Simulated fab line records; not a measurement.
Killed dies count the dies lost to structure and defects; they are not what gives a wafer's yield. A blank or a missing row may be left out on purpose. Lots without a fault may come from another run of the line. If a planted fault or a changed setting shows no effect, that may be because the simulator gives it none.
Matching of chambers ; flow n5-finfet ; 4 sister chambers for N5_MOL_CONTACT_COAG_ETCH_15 on rie-diel-02
The step etches SiNx in CH3F/O2, stops on Si:P, target depth 7 nm. 4 wafers are shown with their chamber, then 8 later ones without.

== WAFERS WITH THEIR CHAMBER ==
wafer;chamber;drypump-motor-current-A (A)
L083.4;2;5.4
L081.4;3;5.8
L081.6;1;5.6
L085.2;0;5.2

== WAFERS WHOSE CHAMBER IS MISSING ==
wafer;drypump-motor-current-A (A)
L085.4;5.9
L085.6;5.7
L088.1;5.4
L088.2;5.6
L088.6;5.9
L091.1;5.7
L091.5;5.4
L091.6;5.6

== WHICH CHAMBER EACH ONE RAN IN ==
wafer;from the rows above;in truth
L085.4;3;3
L085.6;can't be placed: 3 or 1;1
L088.1;2;2
L088.2;1;1
L088.6;3;3
L091.1;can't be placed: 3 or 1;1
L091.5;2;2
L091.6;1;1
Correctly placed: 6 of 8. Can't be placed from these rows: 2 (the true chamber is among the candidates in 2). 0 placed wrongly.
How it was worked out, from the rows above alone: a wafer's distance from a chamber is the root of the sum, over the readings, of the square of ((its reading less the chamber's mean) divided by the reading's scatter). The wafer belongs to the nearest chamber; if the next one is less than 2 further off, it can't be placed. For every chamber, the mean is computed from those of its wafers that are shown. The scatter: root of mean squared gap, hidden wafer to nearest shown wafer, with one shown wafer a chamber.
